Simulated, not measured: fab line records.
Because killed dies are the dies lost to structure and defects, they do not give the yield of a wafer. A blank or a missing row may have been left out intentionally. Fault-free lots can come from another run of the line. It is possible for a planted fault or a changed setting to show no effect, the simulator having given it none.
fab line records    flow nandHarc
record lots=13  wafers=39  lastDay=34
route steps=1302 shown A_SIN_REMOVE@951 A_WL_FILL@954 A_CONTACT@983 END@1302
lots with no fault: from the same line, run without faults
startH: hours from the record's opening day to when the first of the lot's shown wafers began    waitH: hours from the lot's prior step to this one    " identical to the entry in the row above    L1.1+2: one row covering several wafers at once    - no value present, or no start provided    * or withheld: withheld    < > ~ a bound
route shown NAME@n: names a module that has steps shown in the file, with the first one's number in the route    usual: mean/standard deviation taken from wafers without a fault    same: alike in all rows    chamber/n: place in a boat    sites: the reading at each site    _std_site: standard deviation across them    _edge_site: the outer-site mean with the inner-site mean subtracted    radiusMm: for every site, how far away it sits from the centre of the wafer    mask NAME#n: copy n    behind: the last tool/chamber to shape the wafer    hold: why the lot went on hold/how many hours it stayed there/how the hold came to an end    device: whichever transistor did not switch (one of n, p or np)    end of line: the route-end tests of the same wafers    for a step that has no rows: nothing shown but its recipe    killed: dies lost to structure and defects at the first sort, not the wafer's yield    map: a wafer's dies, x killed, . not, _ none there
set.NAME: setting as actually run; set.NAME@STEP: the setting as run at that earlier step    model.NAME: the simulator's own value behind a step, which no gauge read
one table for each step of the route and one row for each wafer, over a sample of lots
services: a tool's chamber out of use, with start hour (startH, from the record's first day; less than 0 if before it), hours out, and reason
## steps
# step NHARC_A_SIN_REMOVE_INSPECT_04
# usual rawDefectCount=372/76
lot.wafer  tool              chamber  startH  waitH  rawDefectCount
L588.1     defectInspect-01  -        473.75  0.1    302
L588.3     "                 -        "       "      256
L588.5     "                 -        "       "      324
L589.1     defectInspect-02  -        475.94  0.0    309
L589.3     "                 -        "       "      259
L589.4     "                 -        "       "      357
L590.1     defectInspect-01  -        486.35  0.0    423
L590.4     "                 -        "       "      234
L590.6     "                 -        "       "      258
L592.3     defectInspect-02  -        493.77  0.0    366
L592.4     "                 -        "       "      442
L592.6     "                 -        "       "      426
L591.3     defectInspect-01  -        501.01  0.0    331
L591.5     "                 -        "       "      341
L591.6     "                 -        "       "      376
L595.3     defectInspect-02  -        533.50  0.0    268
L595.4     "                 -        "       "      357
L595.5     "                 -        "       "      387
L599.4     defectInspect-01  -        572.85  0.0    366
L599.5     "                 -        "       "      394
L599.6     "                 -        "       "      424
L600.2     defectInspect-02  -        581.75  0.0    252
L600.5     "                 -        "       "      442
L600.6     "                 -        "       "      333
L601.2     defectInspect-01  -        599.78  0.0    412
L601.3     "                 -        "       "      481
L601.6     "                 -        "       "      399
L602.3     defectInspect-01  -        610.25  0.0    448
L602.4     "                 -        "       "      423
L602.6     "                 -        "       "      463
L608.4     defectInspect-02  -        652.78  0.0    311
L608.5     "                 -        "       "      302
L608.6     "                 -        "       "      284
L610.1     defectInspect-01  -        677.60  0.0    400
L610.4     "                 -        "       "      378
L610.5     "                 -        "       "      350
L611.1     defectInspect-02  -        704.16  0.0    374
L611.3     "                 -        "       "      339
L611.5     "                 -        "       "      425
# step NHARC_A_WL_FILL_ALD_02
# recipe targetThkA=20  pulseTimeS=3  aldCycles=100  tempC=450  material=TiN
# usual heaterPowerW=1058/110  precursorPulseHeightRel=0.998/0.019
lot.wafer  tool         chamber  startH  waitH  heaterPowerW  precursorPulseHeightRel
L588.1     aldMetal-01  0        474.30  0.2    1062          0.987
L588.3     "            1        "       "      1140          0.989
L588.5     "            1        "       "      1120          1.000
L589.4     aldMetal-01  2        476.49  0.1    1040          0.989
L589.3     "            3        "       "      1097          0.981
L589.1     "            1        "       "      1116          0.986
L590.4     aldMetal-04  1        486.93  0.1    1195          1.017
L590.1     "            2        "       "      1249          1.004
L590.6     "            1        "       "      1170          1.055
L592.4     aldMetal-02  1        494.36  0.1    911           1.023
L592.3     "            3        "       "      1028          0.998
L592.6     "            1        "       "      917           0.980
L591.3     aldMetal-01  3        501.60  0.2    1093          1.025
L591.6     "            2        "       "      1054          0.985
L591.5     "            3        "       "      1082          0.988
L595.4     aldMetal-02  0        534.08  0.1    1089          1.023
L595.3     "            2        "       "      922           0.991
L595.5     "            0        "       "      1108          0.998
L599.4     aldMetal-04  0        573.69  0.2    928           0.983
L599.6     "            2        "       "      1248          0.981
L599.5     "            3        "       "      1014          1.006
L600.2     aldMetal-04  3        582.40  0.3    1000          0.977
L600.5     "            1        "       "      1197          1.002
L600.6     "            2        "       "      1318          1.010
L601.3     aldMetal-04  2        600.34  0.1    1307          0.993
L601.2     "            3        "       "      1046          1.004
L601.6     "            3        "       "      1040          0.983
L602.3     aldMetal-04  1        610.98  0.1    1200          0.985
L602.4     "            2        "       "      1269          0.991
L602.6     "            1        "       "      1188          0.984
L608.4     aldMetal-01  3        653.36  0.1    1094          1.003
L608.5     "            2        "       "      1040          0.999
L608.6     "            3        "       "      1057          0.986
L610.4     aldMetal-01  1        678.20  0.1    1106          0.977
L610.1     "            2        "       "      1036          1.005
L610.5     "            1        "       "      1095          1.029
L611.3     aldMetal-02  1        705.28  0.1    851           0.977
L611.1     "            3        "       "      1055          1.028
L611.5     "            2        "       "      883           1.006
# step NHARC_A_WL_FILL_ETCHBACK_16
# recipe targetDepthA=1200  timeS=24  c4f8FlowSccm=withheld  o2FlowSccm=8  arFlowSccm=withheld  rfW=600  biasW=800  chemistry=C4F8/O2/Ar
# usual oesProductAu=0.97/0.034  rfVppV=723/4.9
lot.wafer  tool        chamber  startH  waitH  oesProductAu  rfHoursCounterH  rfVppV
L589.4     rieDiel-01  1        -       -      0.94          2.0              717
L589.3     "           2        "       "      0.94          1.9              731
L589.1     "           3        "       "      0.93          1.7              717
L588.3     rieDiel-05  1        -       -      1.00          3.5              719
L588.1     "           3        "       "      0.99          3.9              723
L588.5     "           0        "       "      0.98          -                719
L590.1     rieDiel-06  0        -       -      0.98          0.3              726
L590.4     "           3        "       "      0.99          0.4              730
L590.6     "           0        "       "      0.97          -                727
L592.3     rieDiel-06  1        -       -      1.00          0.4              721
L592.4     "           2        "       "      0.99          0.5              731
L592.6     "           0        "       "      0.98          -                727
L591.3     rieDiel-06  3        -       -      0.99          0.6              730
L591.5     "           2        "       "      0.99          -                731
L591.6     "           3        "       "      1.00          -                730
L595.3     rieDiel-05  0        -       -      0.96          6.0              719
L595.4     "           0        "       "      0.96          -                718
L595.5     "           1        "       "      0.96          -                721
L599.4     rieDiel-01  0        -       -      1.02          0.2              719
L599.6     "           1        "       "      1.02          -                717
L599.5     "           2        "       "      1.02          -                730
L600.2     rieDiel-06  0        -       -      0.91          2.9              725
L600.5     "           1        "       "      0.92          -                721
L600.6     "           2        "       "      0.92          -                731
L601.2     rieDiel-06  0        -       -      0.98          3.2              726
L601.3     "           2        "       "      0.99          3.0              729
L601.6     "           0        "       "      0.98          -                727
L602.4     rieDiel-01  0        -       -      0.96          1.2              720
L602.3     "           2        "       "      0.94          1.5              730
L602.6     "           0        "       "      0.97          -                720
L608.4     rieDiel-05  1        -       -      0.92          4.5              721
L608.6     "           0        "       "      0.92          -                718
L608.5     "           1        "       "      0.92          -                721
L610.1     rieDiel-06  3        -       -      1.00          0.6              728
L610.5     "           0        "       "      0.98          -                727
L610.4     "           2        "       "      1.01          -                729
L611.3     rieDiel-06  1        -       -      1.01          1.2              721
L611.1     "           2        "       "      1.00          1.3              729
L611.5     "           2        "       "      1.00          -                730
# step NHARC_A_CONTACT_DEP_24
# recipe targetThkA=5000  tempC=400  pressureTorr=6.5  rfW=900  teosFlowSccm=161.4  flowSccm=2650  targetThkNm=500  gas=O2  material=SiO2
# usual chamberPressureTorr=6.500/0.014  flowSccm=2651/8.2  heaterPowerW=616/130  throttleValvePct=15.9/0.56
lot.wafer  tool      chamber  startH  waitH  chamberPressureTorr  flowSccm  heaterPowerW  throttleValvePct
L588.3     pecvd-04  1        494.75  0.1    6.496                2644      473           16.2
L588.1     "         2        "       "      6.497                2661      781           15.5
L588.5     "         0        "       "      6.478                2647      429           14.9
L589.3     pecvd-02  1        494.80  0.1    6.485                2656      647           16.1
L589.1     "         2        "       "      6.480                2654      661           15.0
L589.4     "         1        "       "      6.486                2654      505           16.2
L590.1     pecvd-04  0        504.76  0.1    6.487                2650      490           14.8
L590.6     "         2        "       "      6.493                2654      788           15.4
L590.4     "         1        "       "      6.481                2664      456           16.5
L592.3     pecvd-04  0        514.89  0.1    6.483                2647      487           14.7
L592.6     "         2        "       "      6.507                2659      685           15.5
L592.4     "         0        "       "      6.506                2649      375           15.1
L591.3     pecvd-04  0        522.87  0.2    6.490                2664      458           14.9
L591.6     "         1        "       "      6.511                2640      582           16.2
L591.5     "         0        "       "      6.473                2664      462           15.0
L595.3     pecvd-01  1        552.59  0.2    6.509                2647      850           16.3
L595.4     "         0        "       "      6.506                2637      687           15.4
L595.5     "         1        "       "      6.499                2660      854           16.4
L599.6     pecvd-04  1        591.74  0.5    -                    -         -             -
L599.5     "         2        "       "      -                    -         -             -
L599.4     "         0        "       "      -                    -         -             -
L600.2     pecvd-04  1        600.45  0.3    -                    -         -             -
L600.6     "         1        "       "      -                    -         -             -
L600.5     "         0        "       "      -                    -         -             -
L601.2     pecvd-04  1        618.01  0.1    -                    -         -             -
L601.3     "         2        "       "      -                    -         -             -
L601.6     "         1        "       "      -                    -         -             -
L602.3     pecvd-01  2        628.60  0.1    6.492                2659      443           16.4
L602.6     "         0        "       "      6.486                2644      616           15.6
L602.4     "         1        "       "      6.515                2657      762           16.3
L608.6     pecvd-04  1        673.22  0.2    6.482                2639      428           16.0
L608.4     "         2        "       "      6.479                2654      774           15.9
L608.5     "         0        "       "      6.506                2653      521           15.1
L610.1     pecvd-04  2        698.24  0.1    6.501                2652      651           15.7
L610.5     "         2        "       "      6.509                2653      698           15.8
L610.4     "         1        "       "      6.506                2649      452           16.7
L611.3     pecvd-02  1        723.00  0.1    6.503                2657      479           16.4
L611.1     "         2        "       "      6.513                2655      625           15.8
L611.5     "         2        "       "      6.496                2647      627           15.8
# step NHARC_END_SORT_01
# recipe tempC=25
# usual killedAtArray=56/19  killedAtOther=1.0/1.3  killedAtPeriphery=3.8/2.2  killedDies=61/19  killedOpen=3.1/1.9  killedShort=2.3/1.5
# same grossDies=677
lot.wafer  tool       chamber  startH  waitH  killedAtArray  killedAtOther  killedAtPeriphery  killedDies  killedOpen  killedShort
L599.4     prober-02  0        677.74  3.4    673            0              4                  677         2           3
L599.5     prober-02  0        678.54  3.7    677            0              0                  677         2           2
L599.6     prober-02  0        679.34  4.0    673            2              2                  677         2           2
L600.2     prober-01  0        681.76  2.8    673            1              3                  677         2           3
L600.5     prober-01  0        684.19  3.7    672            1              4                  677         2           2
L600.6     prober-01  0        685.00  4.0    673            0              4                  677         4           2
L601.2     prober-02  0        701.43  2.8    666            6              5                  677         1           5
L601.3     prober-02  0        702.22  3.1    672            0              5                  677         2           5
L601.6     prober-02  0        704.62  4.0    672            4              1                  677         6           2
# killed by level:class
L599.4 A_CONTACT:areaDep=602 A_CHANNEL_HOLE_D1:chamberFilmFlake=28 A_SLIT:chamberFilmFlake=28 A_WL_FILL:chamberFilmFlake=5 A_CHANNEL_FILL_D1:chamberFilmFlake=3 A_STAIRCASE:chamberFilmFlake=2 A_CONTACT:chamberFilmFlake=2 P_STI:geometricParticle:short=1
L599.5 A_CONTACT:areaDep=617 A_CHANNEL_HOLE_D1:chamberFilmFlake=29 A_SLIT:chamberFilmFlake=21 A_CONTACT:chamberFilmFlake=2 A_CHANNEL_FILL_D1:geometricParticle:short=1 A_DECK1_JOINT:geometricParticle:open=1 A_ONON_D2:geometricParticle:short=1 A_WL_FILL:geometricParticle:open=1
L599.6 A_CONTACT:areaDep=598 A_CHANNEL_HOLE_D1:chamberFilmFlake=30 A_SLIT:chamberFilmFlake=28 A_WL_FILL:chamberFilmFlake=4 A_CONTACT:chamberFilmFlake=4 A_ZERO_WELL:chamberFilmFlake=3 A_CHANNEL_FILL_D2:geometricParticle:open=2 A_STAIRCASE:chamberFilmFlake=2
L600.2 A_CONTACT:areaDep=649 A_CHANNEL_HOLE_D1:chamberFilmFlake=7 P_CONTACT:chamberFilmFlake=3 A_STAIRCASE:chamberFilmFlake=3 A_SLIT:chamberFilmFlake=3 A_WL_FILL:chamberFilmFlake=2 A_CONTACT:chamberFilmFlake=2 A_CHANNEL_FILL_D1:geometricParticle:open=1
L600.5 A_CONTACT:areaDep=649 A_CHANNEL_HOLE_D1:chamberFilmFlake=11 A_BLC:chamberFilmFlake=4 P_CONTACT:chamberFilmFlake=3 A_WL_FILL:chamberFilmFlake=2 A_CONTACT:chamberFilmFlake=2 P_CONTACT:geometricParticle:short=1 A_SOURCE_PLATE:geometricParticle:open=1
L600.6 A_CONTACT:areaDep=658 A_CHANNEL_HOLE_D1:chamberFilmFlake=6 P_STI:chamberFilmFlake=2 A_STAIRCASE:chamberFilmFlake=2 P_GATE:geometricParticle:open=1 P_M2:geometricParticle:open=1 A_DECK1_JOINT:geometricParticle:short=1 A_CONTACT:geometricParticle:open=1
L601.2 A_CONTACT:areaDep=587 A_SLIT:chamberFilmFlake=41 A_CHANNEL_HOLE_D1:chamberFilmFlake=25 THIN_TSV:chamberFilmFlake=6 A_CONTACT:chamberFilmFlake=5 P_M1:chamberFilmFlake=2 P_GATE:geometricParticle:short=1 P_M2:geometricParticle:short=1
L601.3 A_CONTACT:areaDep=597 A_SLIT:chamberFilmFlake=33 A_CHANNEL_HOLE_D1:chamberFilmFlake=30 P_M1:chamberFilmFlake=3 A_ONON_D1:geometricParticle:short=2 A_WL_FILL:chamberFilmFlake=2 A_STAIRCASE:chamberFilmFlake=2 A_CONTACT:chamberFilmFlake=2
L601.6 A_CONTACT:areaDep=605 A_CHANNEL_HOLE_D1:chamberFilmFlake=29 A_SLIT:chamberFilmFlake=24 THIN_TSV:chamberFilmFlake=4 A_WL_FILL:chamberFilmFlake=3 A_ONON_D2:geometricParticle:open=2 A_DECK1_JOINT:chamberFilmFlake=2 A_CHANNEL_FILL_D1:geometricParticle:open=1
## services
tool         chamber  startH  hours  kind
pecvd-04     -        450.40  13.0   pm
aldMetal-01  -        464.13  0.9    repair
aldMetal-02  3        469.77  3.7    repair
aldMetal-04  1        470.09  6.0    repair
aldMetal-04  -        474.00  10.0   pm
rieDiel-05   2        480.99  15.7   repair
rieDiel-06   -        484.20  9.0    pm
pecvd-04     1        516.84  3.2    repair
rieDiel-06   0        523.21  4.6    repair
aldMetal-01  -        526.00  10.0   pm
pecvd-04     -        546.50  3.0    repair
pecvd-04     0        552.80  10.3   repair
aldMetal-01  0        567.48  24.5   repair
aldMetal-01  -        572.17  26.6   repair
aldMetal-04  0        574.69  8.1    repair
rieDiel-06   3        597.05  6.7    repair
pecvd-04     -        631.56  13.0   pm
aldMetal-01  3        634.90  6.4    repair
aldMetal-04  0        643.82  5.0    repair
aldMetal-04  0        654.56  2.7    repair
rieDiel-06   -        661.20  9.0    pm
rieDiel-06   1        684.15  13.3   repair
aldMetal-01  -        704.00  10.0   pm
rieDiel-06   3        715.84  15.2   repair
## key
firstSign step=NHARC_A_CONTACT_DEP_24  reading=toolRecord  direction=missing
effect step=NHARC_END_SORT_01  reading=killedAtArray  direction=up  sigmas=33  usual=56  struck=672
moreKillsBornAt NHARC_A_CONTACT_DEP_24@pecvd-04=5562
metAt NHARC_A_CONTACT_DEP_24
struckLots L599,L600,L601
laterRowsLeftOut L599.4,L599.5,L599.6,L600.2,L600.5,L600.6,L601.2,L601.3,L601.6
testerLeftOut L599,L600,L601
notActingAt NHARC_A_SIN_REMOVE_INSPECT_04,NHARC_A_WL_FILL_ALD_02,NHARC_A_WL_FILL_ETCHBACK_16
onsetBetween 522.87 591.74
fault kind=skippedStepWhole  tool=pecvd-04  chamber=-  onsetH=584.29  steps=NHARC_A_CONTACT_DEP_24  scope=struckLotsOnly
# testerLeftOut: of these lots the tester's yield and bins aren't shown, on N5 and GAA mostly nor the transistor test; their killed dies are dies lost to structure and defects alone, not to doping, threshold or leakage, so they don't give the yield
# laterRowsLeftOut: the simulator's readings of these wafers behind a module that went badly wrong aren't trusted and aren't shown, but for the sort
